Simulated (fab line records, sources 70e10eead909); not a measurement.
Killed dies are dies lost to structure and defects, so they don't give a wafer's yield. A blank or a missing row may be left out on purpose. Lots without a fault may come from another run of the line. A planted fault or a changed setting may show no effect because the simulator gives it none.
A struck lot beside a sound one | flow nand_harc | 15 steps out of a route of 1302
Sound: wafers L881.2, L881.5, L881.6. Struck: wafer L889.3. (L889.2, L889.6 of the same lot were not struck and are left out.) The cause comes at the end.
At each step with rows: each side's tool, then ch and its chambers, then its first start. Under that, the readings that differ: sound wafers | struck wafers | difference of the means | sigmas: that difference in standard deviations of wafers without a fault.
alike: readings whose means differ by less than 2 such deviations, and words and numbers that are the same on both sides. not compared: withheld readings, readings that some wafer has no value for, bounds like >300 that may hide the same value, and numbers for which the record gives no deviation and whose values overlap.
The two part at a step that has a row with sigmas, a row that says differs or no value, or rows on one side only. Numbers that don't overlap but have no deviation are shown without sigmas and don't part them. A reading that every wafer of one side lacks parts them only if that side has two wafers or more.

first, 6 steps without rows for these wafers: NHARC_A_CONTACT_COAT_02 (resist thk 90 nm); NHARC_A_CONTACT_SOFTBAKE_03 (time 55 s); NHARC_A_CONTACT_EBR_04; NHARC_A_CONTACT_EXPOSE_05 (exposes mask A CC); NHARC_A_CONTACT_PEB_06 (peb time 65 s); NHARC_A_CONTACT_DEVELOP_07 (develop time 35 s).
NHARC_A_CONTACT_CD_MEAS_08: target cd 200 nm.
  sound on cd_sem-03 ch 0, day 22 13:38; struck on cd_sem-02 ch 0, day 26 23:07
  alike: cd_nm
NHARC_A_CONTACT_OVL_MEAS_09:
  sound on overlay-02, day 22 13:43; struck on overlay-02, day 26 23:12
  reading           | sound       | struck | difference | sigmas
  overlay_y_nm (nm) | 0.1 0.1 0.3 | -1.7   | -1.9       | -2
  alike: overlay_x_nm
NHARC_A_CONTACT_INSPECT_10:
  sound on defect_inspect-02, day 22 13:45; struck on defect_inspect-02, day 26 23:14
  alike: raw_defect_count
NHARC_A_CONTACT_DESCUM_13: chemistry O2, time 3 s.
  sound on rie_diel-12 ch 0,1,3, day 22 13:50; struck on rie_diel-04 ch 0, day 26 23:18
  reading               | sound             | struck | difference | sigmas
  oes_product_au (a.u.) | 0.997 0.983 0.996 | 1.011  | +0.019     | +2
  alike: drypump_motor_current_A, rf_vpp_V, showerhead_plenum_p_Torr, throttle_valve_pct
  not compared: rf_hours_counter_h
NHARC_A_CONTACT_ETCH_88: etches the open film in CF4, target depth 39 nm, time 65 s.
  sound on rie_diel-12 ch 0,3, day 22 13:54; struck on rie_diel-04 ch 0, day 26 23:23
  reading               | sound             | struck | difference | sigmas
  oes_product_au (a.u.) | 0.991 1.009 0.993 | 1.013  | +0.015     | +2
  alike: drypump_motor_current_A, rf_vpp_V, run_length_s, showerhead_plenum_p_Torr, throttle_valve_pct
  not compared: rf_hours_counter_h
NHARC_A_CONTACT_ETCH_89: etches the open film in N2/H2, target depth 260 nm, time 475.3 s.
  sound on rie_diel-12 ch 0,1,3; struck on rie_diel-04 ch 0
  alike: drypump_motor_current_A, oes_product_au, rf_vpp_V, run_length_s, showerhead_plenum_p_Torr, throttle_valve_pct
  not compared: rf_hours_counter_h
NHARC_A_CONTACT_ETCH_30: etches the open film in CF4/CHF3, target depth 72.6 nm, time 36.3 s.
  sound on rie_diel-12 ch 1,2,3, day 22 14:21; struck on rie_diel-04 ch 0, day 26 23:49
  reading          | sound          | struck | difference | sigmas
  run_length_s (s) | 58.1 58.2 57.6 | 52.1   | -5.9       | -13
  alike: drypump_motor_current_A, oes_product_au, rf_vpp_V, showerhead_plenum_p_Torr, throttle_valve_pct
  not compared: rf_hours_counter_h
NHARC_A_CONTACT_ETCH_31: etches the open film in O2/COS, target depth 2800 nm, time 728 s.
  sound on rie_diel-12 ch 0,2,3; struck on rie_diel-04 ch 3
  alike: drypump_motor_current_A, oes_product_au, rf_vpp_V, run_length_s, showerhead_plenum_p_Torr, throttle_valve_pct
  not compared: rf_hours_counter_h
-- the record jumps here: 2 days lie between the struck wafers' starts before and after (it left off in module A_CONTACT and takes up again in module END, whose first step shown is number 1302 of the route) --
NHARC_END_SORT_01:
  sound on prober-02 ch 0, day 24 15:51; struck on prober-02 ch 0, day 29 10:40
  reading             | sound | struck | difference | sigmas
  killed_at_periphery | 2 0 1 | 6      | +5         | +2
  killed_short        | 4 2 5 | 7      | +3         | +2
  alike: killed_at_array, killed_at_other, killed_dies, killed_open

WHERE THEY PART
First at NHARC_A_CONTACT_OVL_MEAS_09; last, within this record, at NHARC_END_SORT_01.

WHY: what the simulator had put in
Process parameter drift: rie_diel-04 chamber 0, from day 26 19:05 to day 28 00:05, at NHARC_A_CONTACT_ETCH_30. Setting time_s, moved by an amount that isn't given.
